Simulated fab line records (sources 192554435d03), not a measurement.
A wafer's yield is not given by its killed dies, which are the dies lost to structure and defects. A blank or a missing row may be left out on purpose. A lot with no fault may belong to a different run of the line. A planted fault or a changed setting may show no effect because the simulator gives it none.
Which tool did it? + flow n5Finfet + Sampling: 11 lots, 32 wafers, 4 of 1938 route steps

== WHAT THE GAUGES READ, wafer by wafer ==
N5_BEOL_M7_CD_MEAS_28 targets a cd of 40 nm. Usual: cdNm reads 40.11 nm (standard deviation 0.27).
| lot  | measured     | on       | cdNm (nm)         | flag |
|------|--------------|----------|-------------------|------|
| L873 | day 9 17:00  | cdSem-01 | 39.85 40.42 40.19 |      |
| L874 | day 9 19:53  | cdSem-02 | 40.06 39.98 40.08 |      |
| L884 | day 11 20:52 | cdSem-01 | 39.83 40.01 39.64 |      |
| L883 | day 12 00:08 | cdSem-03 | 40.23 40.44 40.37 |      |
| L886 | day 12 15:20 | cdSem-01 | 40.11 39.56 40.34 |      |
| L887 | day 13 04:21 | cdSem-03 | 39.84 39.98 39.97 |      |
| L889 | day 13 11:31 | cdSem-03 | 40.20 39.38       |      |
| L890 | day 13 20:14 | cdSem-02 | 39.98 39.79 40.23 |      |
| L893 | day 13 22:47 | cdSem-01 | 40.30 40.57 40.22 |      |
| L895 | day 14 21:14 | cdSem-02 | 39.96 40.14 39.56 |      |
| L896 | day 15 02:50 | cdSem-03 | 40.08 39.89 39.98 |      |

== WHICH TOOL RAN EACH LOT (tool, then ch and the chambers of the sampled wafers, then the start) ==
| lot  | N5_BEOL_M7_ETCH_61                | N5_BEOL_M7_HM_OPEN_17            | N5_BEOL_M7_STRIP_19               |
|------|-----------------------------------|----------------------------------|-----------------------------------|
| L873 | rieDiel-04 ch 1,3, day 9 15:37    | rieMetal-01 ch 0,1, day 9 15:52  | rieDiel-04 ch 0,2,3, day 9 15:58  |
| L874 | rieDiel-04 ch 0,3, day 9 18:53    | rieMetal-01 ch 0,1, day 9 19:09  | rieDiel-04 ch 2,3, day 9 19:14    |
| L884 | rieDiel-01 ch 1,2, day 11 19:17   | rieMetal-02 ch 0,1, day 11 19:34 | rieDiel-04 ch 0,1,3, day 11 19:39 |
| L883 | rieDiel-04 ch 0,2,3, day 11 23:16 | rieMetal-03 ch 0,1, day 11 23:31 | rieDiel-04 ch 0,1,2, day 11 23:45 |
| L886 | rieDiel-03 ch 0,1,3, day 12 13:25 | rieMetal-01 ch 0,1, day 12 13:40 | rieDiel-01 ch 0,1, day 12 13:46   |
| L887 | rieDiel-04 ch 2,3, day 13 03:06   | rieMetal-03 ch 0,1, day 13 03:20 | rieDiel-03 ch 0,1,3, day 13 03:27 |
| L889 | rieDiel-01 ch 0, day 13 10:04     | rieMetal-03 ch 0,1, day 13 10:20 | rieDiel-01 ch 1,3, day 13 10:26   |
| L890 | rieDiel-03 ch 0,1,2, day 13 18:21 | rieMetal-03 ch 0,1, day 13 18:35 | rieDiel-01 ch 0,1,2, day 13 18:54 |
| L893 | rieDiel-04 ch 0,1,3, day 13 21:55 | rieMetal-03 ch 0, day 13 22:10   | rieDiel-03 ch 0,1,2, day 13 22:17 |
| L895 | rieDiel-04 ch 1,3, day 14 19:25   | rieMetal-03 ch 0, day 14 19:40   | rieDiel-01 ch 0,1,2, day 14 19:54 |
| L896 | rieDiel-03 ch 0,1,2, day 15 01:58 | rieMetal-03 ch 0,1, day 15 02:12 | rieDiel-01 ch 1,2,3, day 15 02:27 |
- N5_BEOL_M7_ETCH_61: etches SiARC in CF4, target depth 45.5 nm, time 75.8 s.
- N5_BEOL_M7_HM_OPEN_17: chemistry Cl2/BCl3, target TiN, target depth 20 nm, overetch 6 nm.
- N5_BEOL_M7_STRIP_19: strips in O2.

== WHAT THE TOOLS THEMSELVES READ (means of the sampled wafers that have a number; where no wafer has one, the mark that the record gives instead) ==
N5_BEOL_M7_ETCH_61. Usual: drypumpMotorCurrentA 5.7 A, standard deviation 0.33; etchRfOnTimeS 75.6 s, standard deviation 2.1; oesProductAu 0.66 a.u., standard deviation 0.051; rfVppV 184.0 V, standard deviation 1.2; showerheadPlenumPTorr 2.14 Torr, standard deviation 0.069; throttleValvePct 15.66 %, standard deviation 0.22.
| lot  | tool       | drypumpMotorCurrentA (A) | etchRfOnTimeS (s) | oesProductAu (a.u.) | rfVppV (V) | showerheadPlenumPTorr (Torr) | throttleValvePct (%) | flag |
|------|------------|--------------------------|-------------------|---------------------|------------|------------------------------|----------------------|------|
| L873 | rieDiel-04 | 5.3                      | 75.1              | 0.69                | 184.2      | 2.13                         | 15.33                |      |
| L874 | rieDiel-04 | 5.5                      | 74.6              | 0.67                | 184.4      | 2.15                         | 15.54                |      |
| L884 | rieDiel-01 | 6.2                      | 72.3              | 0.62                | 184.2      | 2.16                         | 15.76                |      |
| L883 | rieDiel-04 | 5.6                      | 76.1              | 0.63                | 184.1      | 2.10                         | 15.61                |      |
| L886 | rieDiel-03 | 5.7                      | 75.9              | 0.65                | 184.2      | 2.18                         | 15.73                |      |
| L887 | rieDiel-04 | 5.7                      | 75.8              | 0.61                | 183.5      | 2.07                         | 15.69                |      |
| L889 | rieDiel-01 | 5.8                      | 79.0              | 0.68                | 184.6      | 2.18                         | 15.46                |      |
| L890 | rieDiel-03 | 5.6                      | 76.6              | 0.66                | 185.3      | 2.20                         | 15.77                |      |
| L893 | rieDiel-04 | 5.5                      | 76.0              | 0.66                | 184.3      | 2.12                         | 15.51                |      |
| L895 | rieDiel-04 | 5.4                      | 73.8              | 0.69                | 183.4      | 2.09                         | 15.43                |      |
| L896 | rieDiel-03 | 5.6                      | 76.2              | 0.65                | 184.3      | 2.20                         | 15.80                |      |

N5_BEOL_M7_HM_OPEN_17. Usual: drypumpMotorCurrentA 5.5 A, standard deviation 0.4; heBacksideLeakSccm 3.5 sccm, standard deviation 0.34; oes_ar_750_au 0.77 a.u., standard deviation 0.092; oesProductAu 0.67 a.u., standard deviation 0.077; throttleValvePct 22.01 %, standard deviation 0.22.
| lot  | tool        | drypumpMotorCurrentA (A) | heBacksideLeakSccm (sccm) | oes_ar_750_au (a.u.) | oesProductAu (a.u.) | throttleValvePct (%) | flag |
|------|-------------|--------------------------|---------------------------|----------------------|---------------------|----------------------|------|
| L873 | rieMetal-01 | 5.2                      | 3.4                       | 0.85                 | 0.76                | 22.08                |      |
| L874 | rieMetal-01 | 5.2                      | 3.3                       | 0.85                 | 0.75                | 22.08                |      |
| L884 | rieMetal-02 | 6.2                      | 3.5                       | 0.89                 | 0.75                | 22.13                |      |
| L883 | rieMetal-03 | 5.5                      | 3.5                       | 0.68                 | 0.60                | 21.79                |      |
| L886 | rieMetal-01 | 5.5                      | 3.5                       | 0.85                 | 0.74                | 22.01                |      |
| L887 | rieMetal-03 | 5.5                      | 3.4                       | 0.68                 | 0.59                | 21.78                |      |
| L889 | rieMetal-03 | 5.4                      | 3.6                       | 0.68                 | 0.58                | 21.86                |      |
| L890 | rieMetal-03 | 5.4                      | 3.6                       | 0.67                 | 0.58                | 21.92                |      |
| L893 | rieMetal-03 | 5.3                      | 3.5                       | 0.67                 | 0.58                | 22.02                |      |
| L895 | rieMetal-03 | 5.3                      | 3.7                       | 0.67                 | 0.56                | 22.03                |      |
| L896 | rieMetal-03 | 5.4                      | 3.4                       | 0.67                 | 0.58                | 21.92                |      |

N5_BEOL_M7_STRIP_19. Usual: chamberPressureMTorr 30.00 mTorr, standard deviation 0.032; drypumpMotorCurrentA 5.7 A, standard deviation 0.32; oesProductAu 0.76 a.u., standard deviation 0.057; rfVppV 3.6 V, standard deviation 0.64; showerheadPlenumPTorr 2.09 Torr, standard deviation 0.069; throttleValvePct 16.73 %, standard deviation 0.21.
| lot  | tool       | chamberPressureMTorr (mTorr) | drypumpMotorCurrentA (A) | oesProductAu (a.u.) | rfVppV (V) | showerheadPlenumPTorr (Torr) | throttleValvePct (%) | flag |
|------|------------|------------------------------|--------------------------|---------------------|------------|------------------------------|----------------------|------|
| L873 | rieDiel-04 | 30.06                        | 5.6                      | 0.75                | 3.3        | 2.07                         | 16.65                |      |
| L874 | rieDiel-04 | 30.03                        | 5.7                      | 0.72                | 3.6        | 2.02                         | 16.64                |      |
| L884 | rieDiel-04 | 39.01                        | 5.5                      | 0.80                | 3.4        | 2.10                         | 16.60                | OFF  |
| L883 | rieDiel-04 | 39.02                        | 5.8                      | 0.76                | 3.9        | 2.06                         | 16.76                | OFF  |
| L886 | rieDiel-01 | 30.01                        | 5.9                      | 0.75                | 3.6        | 2.06                         | 16.84                |      |
| L887 | rieDiel-03 | 29.99                        | 5.6                      | 0.76                | 3.5        | 2.12                         | 16.74                |      |
| L889 | rieDiel-01 | 30.01                        | 5.8                      | 0.72                | 3.2        | 1.99                         | 16.88                |      |
| L890 | rieDiel-01 | 29.99                        | 6.0                      | 0.73                | 3.8        | 2.10                         | 16.80                |      |
| L893 | rieDiel-03 | 30.03                        | 5.6                      | 0.76                | 4.2        | 2.14                         | 16.78                |      |
| L895 | rieDiel-01 | 30.02                        | 6.0                      | 0.72                | 3.9        | 2.10                         | 16.80                |      |
| L896 | rieDiel-01 | 30.01                        | 6.0                      | 0.71                | 3.7        | 2.05                         | 16.89                |      |

== THE ANSWER, worked out from the rows above alone ==
Rule: lot off if the mean of its wafers having a number is beyond 3 standard deviations from the usual mean. Also off: a lot with no number at a reading for which 4 or more lots have one. Where the step has rows for the other lots, those lots are counted as sound. After the gauges, taken in route order, come the tools' own readings; for these a lot's mean is taken, as printed above. At the first step where some lot is off, the reading lying furthest off is the one used; lots without a number count as furthest.
Off, at N5_BEOL_M7_STRIP_19 on chamberPressureMTorr: L884, L883.
If a tool, at that step or one of the process steps before it, ran each lot that is off and ran no sound lot following the first of them, it fits. One candidate fits, namely rieDiel-04 at N5_BEOL_M7_STRIP_19. Its last sound lot is L874 (day 9 19:14), its first lot that is off L884 (day 11 19:39): a fault that began between those two fits.
On the lots that are off, the tool's own readings at N5_BEOL_M7_STRIP_19 differ by more than 5 times the standard deviation of the sound lots' means, which bears it out; chamberPressureMTorr reads 39.02 mTorr there versus 30.02 mTorr on the sound lots.

== WHAT WAS PUT IN BY THE SIMULATOR ==
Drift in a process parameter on rieDiel-04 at N5_BEOL_M7_STRIP_19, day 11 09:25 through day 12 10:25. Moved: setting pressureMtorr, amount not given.
Struck lots among those shown: L884, L883. The rule above reached the same finding.
